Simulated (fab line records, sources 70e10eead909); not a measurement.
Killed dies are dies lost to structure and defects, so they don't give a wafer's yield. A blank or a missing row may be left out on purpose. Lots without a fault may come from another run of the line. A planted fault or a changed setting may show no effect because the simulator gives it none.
Which tool did it? | flow nand_harc | 12 lots, 35 wafers sampled, at 5 steps of a route of 1302

WHAT THE GAUGES READ, wafer by wafer
NHARC_END_SORT_01. Usual: killed_at_array 57, standard deviation 19; killed_at_other 0.9, standard deviation 1.1; killed_at_periphery 4.0, standard deviation 2.6; killed_dies 62, standard deviation 19; killed_open 3.3, standard deviation 1.8; killed_short 2.4, standard deviation 1.7.
lot  | measured     | on        | killed_at_array | killed_at_other | killed_at_periphery | killed_dies | killed_open | killed_short | flag
L404 | day 31 03:48 | prober-01 | 51 630          | 1 2             | 5 6                 | 57 638      | 2 5         | 2 3          | OFF

WHICH TOOL RAN EACH LOT (tool, then ch and the chambers of the sampled wafers, then the start)
lot  | NHARC_A_CHANNEL_HOLE_D1_ETCH_34    | NHARC_A_CHANNEL_HOLE_D1_ETCH_21  | NHARC_A_CHANNEL_HOLE_D1_ETCH_23  | NHARC_A_CHANNEL_HOLE_D1_ETCH_26
L388 | rie_diel-11 ch 0,1,3, day 8 12:50  | har_etch-02 ch 0,1, day 8 13:59  | har_etch-02 ch 0,1, day 8 14:59  | har_etch-02 ch 0,1, day 8 17:21
L389 | rie_diel-08 ch 1,3, day 8 13:00    | har_etch-01 ch 0,1, day 8 14:56  | har_etch-01 ch 0,1, day 8 15:59  | har_etch-01 ch 0,1, day 8 18:13
L390 | rie_diel-11 ch 1,2, day 9 06:11    | har_etch-01 ch 0,1, day 9 07:29  | har_etch-01 ch 0,1, day 9 08:35  | har_etch-01 ch 0,1, day 9 10:45
L393 | rie_diel-11 ch 0,1,2, day 10 11:19 | har_etch-02 ch 0,1, day 10 12:30 | har_etch-02 ch 0,1, day 10 13:31 | har_etch-02 ch 0,1, day 10 15:50
L394 | rie_diel-11 ch 0,1,3, day 11 01:42 | har_etch-02 ch 0,1, day 11 04:57 | har_etch-02 ch 0,1, day 11 06:02 | har_etch-02 ch 0,1, day 11 08:13
L395 | rie_diel-11 ch 0,1,3, day 11 07:48 | har_etch-01 ch 0,1, day 11 08:59 | har_etch-01 ch 0,1, day 11 09:59 | har_etch-01 ch 0,1, day 11 12:20
L396 | rie_diel-07 ch 1,2, day 11 22:13   | har_etch-01 ch 0,1, day 11 23:57 | har_etch-01 ch 0,1, day 12 01:04 | har_etch-01 ch 0,1, day 12 03:15
L397 | rie_diel-11 ch 0,1,3, day 12 01:14 | har_etch-02 ch 0,1, day 12 02:30 | har_etch-02 ch 0,1, day 12 03:32 | har_etch-02 ch 0,1, day 12 05:49
L398 | rie_diel-11 ch 0,2,3, day 12 17:26 | har_etch-02 ch 0,1, day 12 20:11 | har_etch-02 ch 0,1, day 12 21:11 | har_etch-02 ch 0,1, day 12 23:32
L404 | rie_diel-11 ch 0,1, day 15 07:40   | har_etch-02 ch 0,1, day 15 08:59 | har_etch-02 ch 0,1, day 15 10:05 | har_etch-02 ch 0,1, day 15 12:16
L411 | rie_diel-11 ch 0,1, day 18 06:38   | har_etch-02 ch 0,1, day 18 09:52 | har_etch-02 ch 0,1, day 18 10:58 | har_etch-02 ch 0,1, day 18 13:09
L410 | rie_diel-08 ch 0,1, day 18 06:49   | har_etch-01 ch 0,1, day 18 10:15 | har_etch-01 ch 0,1, day 18 11:22 | har_etch-01 ch 0,1, day 18 13:32
- NHARC_A_CHANNEL_HOLE_D1_ETCH_34: etches the open film in CF4/CHF3, target depth 154 nm, time 77 s.
- NHARC_A_CHANNEL_HOLE_D1_ETCH_21: etches the open film in C4F8/O2/Ar, time 514.3 s, target depth 1600 nm.
- NHARC_A_CHANNEL_HOLE_D1_ETCH_23: etches the open film in C4F8/O2/Ar, time 819 s, target depth 1600 nm.
- NHARC_A_CHANNEL_HOLE_D1_ETCH_26: etches the open film in C4F8/O2/Ar, time 224.1 s, target depth 300 nm.

WHAT THE TOOLS THEMSELVES READ (means of the sampled wafers that have a number; where no wafer has one, the mark that the record gives instead)
NHARC_A_CHANNEL_HOLE_D1_ETCH_34. Usual: bias_w 200.0 W, standard deviation 0.53; chf3_flow_sccm 30.00 sccm, standard deviation 0.091; drypump_motor_current_A 5.7 A, standard deviation 0.34; oes_product_au 0.946 a.u., standard deviation 0.022; rf_vpp_V 372.3 V, standard deviation 1.7; showerhead_plenum_p_Torr 1.63 Torr, standard deviation 0.041; throttle_valve_pct 16.802 %, standard deviation 0.0097.
lot  | tool        | bias_w (W) | chf3_flow_sccm (sccm) | drypump_motor_current_A (A) | oes_product_au (a.u.) | rf_vpp_V (V) | showerhead_plenum_p_Torr (Torr) | throttle_valve_pct (%) | flag
L388 | rie_diel-11 | 199.6      | 30.00                 | 5.8                         | 0.980                 | 372.4        | 1.63                            | 16.806                 |
L389 | rie_diel-08 | 200.4      | 30.04                 | 5.9                         | 0.916                 | 366.1        | 1.46                            | 16.795                 | OFF
L390 | rie_diel-11 | 200.2      | 30.00                 | 5.5                         | 0.923                 | 372.4        | 1.65                            | 16.809                 |
L393 | rie_diel-11 | 199.7      | 29.95                 | 5.6                         | 0.935                 | 372.7        | 1.62                            | 16.794                 |
L394 | rie_diel-11 | 200.1      | 29.95                 | 5.8                         | 0.939                 | 372.1        | 1.63                            | 16.802                 |
L395 | rie_diel-11 | 200.4      | 29.99                 | 5.8                         | 0.926                 | 372.1        | 1.63                            | 16.794                 |
L396 | rie_diel-07 | 199.9      | 29.95                 | 6.1                         | 0.925                 | 371.7        | 1.62                            | 16.795                 |
L397 | rie_diel-11 | 200.7      | 29.98                 | 5.8                         | 0.960                 | 372.0        | 1.63                            | 16.799                 |
L398 | rie_diel-11 | 200.2      | 29.98                 | 5.5                         | 0.971                 | 372.2        | 1.62                            | 16.800                 |
L404 | rie_diel-11 | 200.6      | 30.03                 | 5.8                         | 0.892                 | 371.9        | 1.61                            | 16.800                 |
L411 | rie_diel-11 | 199.9      | 29.88                 | 5.8                         | 0.949                 | 371.8        | 1.63                            | 16.798                 |
L410 | rie_diel-08 | 200.3      | 30.09                 | 6.1                         | 0.974                 | 371.0        | 1.62                            | 16.810                 |

NHARC_A_CHANNEL_HOLE_D1_ETCH_21. Usual: drypump_motor_current_A 5.5 A, standard deviation 0.43; showerhead_plenum_p_Torr 3.65 Torr, standard deviation 0.086; throttle_valve_pct 32.156 %, standard deviation 0.0085.
lot  | tool        | drypump_motor_current_A (A) | showerhead_plenum_p_Torr (Torr) | throttle_valve_pct (%) | flag
L388 | har_etch-02 | 5.5                         | 3.71                            | 32.159                 |
L389 | har_etch-01 | 5.6                         | 3.66                            | 32.152                 |
L390 | har_etch-01 | 5.2                         | 3.69                            | 32.156                 |
L393 | har_etch-02 | 5.5                         | 3.69                            | 32.159                 |
L394 | har_etch-02 | 5.5                         | 3.68                            | 32.155                 |
L395 | har_etch-01 | 5.2                         | 3.67                            | 32.159                 |
L396 | har_etch-01 | 5.2                         | 3.67                            | 32.151                 |
L397 | har_etch-02 | 5.6                         | 3.62                            | 32.152                 |
L398 | har_etch-02 | 5.6                         | 3.61                            | 32.156                 |
L404 | har_etch-02 | 5.5                         | 3.62                            | 32.157                 |
L411 | har_etch-02 | 5.5                         | 3.77                            | 32.162                 |
L410 | har_etch-01 | 5.6                         | 3.59                            | 32.164                 |

NHARC_A_CHANNEL_HOLE_D1_ETCH_23. Usual: drypump_motor_current_A 5.5 A, standard deviation 0.43; showerhead_plenum_p_Torr 3.65 Torr, standard deviation 0.086; throttle_valve_pct 32.155 %, standard deviation 0.01.
lot  | tool        | drypump_motor_current_A (A) | showerhead_plenum_p_Torr (Torr) | throttle_valve_pct (%) | flag
L388 | har_etch-02 | 5.5                         | 3.71                            | 32.159                 |
L389 | har_etch-01 | 5.7                         | 3.66                            | 32.152                 |
L390 | har_etch-01 | 5.2                         | 3.69                            | 32.166                 |
L393 | har_etch-02 | 5.5                         | 3.69                            | 32.153                 |
L394 | har_etch-02 | 5.5                         | 3.68                            | 32.157                 |
L395 | har_etch-01 | 5.2                         | 3.67                            | 32.153                 |
L396 | har_etch-01 | 5.2                         | 3.67                            | 32.160                 |
L397 | har_etch-02 | 5.6                         | 3.62                            | 32.147                 |
L398 | har_etch-02 | 5.6                         | 3.61                            | 32.154                 |
L404 | har_etch-02 | 5.5                         | 3.62                            | 32.157                 |
L411 | har_etch-02 | 5.5                         | 3.77                            | 32.153                 |
L410 | har_etch-01 | 5.6                         | 3.59                            | 32.156                 |

NHARC_A_CHANNEL_HOLE_D1_ETCH_26. Usual: drypump_motor_current_A 5.5 A, standard deviation 0.42; showerhead_plenum_p_Torr 3.69 Torr, standard deviation 0.091; throttle_valve_pct 24.585 %, standard deviation 0.0098.
lot  | tool        | drypump_motor_current_A (A) | showerhead_plenum_p_Torr (Torr) | throttle_valve_pct (%) | flag
L388 | har_etch-02 | 5.5                         | 3.75                            | 24.579                 |
L389 | har_etch-01 | 5.6                         | 3.70                            | 24.574                 |
L390 | har_etch-01 | 5.2                         | 3.73                            | 24.581                 |
L393 | har_etch-02 | 5.5                         | 3.73                            | 24.582                 |
L394 | har_etch-02 | 5.5                         | 3.73                            | 24.578                 |
L395 | har_etch-01 | 5.2                         | 3.72                            | 24.579                 |
L396 | har_etch-01 | 5.2                         | 3.71                            | 24.603                 |
L397 | har_etch-02 | 5.5                         | 3.66                            | 24.584                 |
L398 | har_etch-02 | 5.6                         | 3.65                            | 24.588                 |
L404 | har_etch-02 | 5.5                         | 3.67                            | 24.590                 |
L411 | har_etch-02 | 5.5                         | 3.82                            | 24.595                 |
L410 | har_etch-01 | 5.7                         | 3.62                            | 24.591                 |

THE ANSWER, worked out from the rows above alone
Rule: a lot is off if the mean of its wafers that have a number lies more than 3 standard deviations from the usual mean. A lot without any number at a reading at which 4 lots or more have one is off too. The other lots that the step has rows for count as sound. The gauges are gone through in route order, then the tools' own readings, and for those a lot's mean is taken as printed above. The first step at which some lot is off is used, and at that step the reading that is off furthest; a lot without a number counts as furthest.
Off: L404, at NHARC_END_SORT_01 (killed_dies). Neither off nor sound, because the step has no rows for them: L388, L389, L390, L393, L394, L395, L396, L397, L398, L411, L410.
A tool fits if, at a process step before that reading, it ran every lot that is off, and no sound lot after the first of them. The gauges at NHARC_END_SORT_01 are tried like those tools. Can't be told from this: 3 tools fit, rie_diel-11 at NHARC_A_CHANNEL_HOLE_D1_ETCH_34, har_etch-02 at NHARC_A_CHANNEL_HOLE_D1_ETCH_21 and NHARC_A_CHANNEL_HOLE_D1_ETCH_23 and NHARC_A_CHANNEL_HOLE_D1_ETCH_26, prober-01 at NHARC_END_SORT_01.

WHAT THE SIMULATOR HAD PUT IN
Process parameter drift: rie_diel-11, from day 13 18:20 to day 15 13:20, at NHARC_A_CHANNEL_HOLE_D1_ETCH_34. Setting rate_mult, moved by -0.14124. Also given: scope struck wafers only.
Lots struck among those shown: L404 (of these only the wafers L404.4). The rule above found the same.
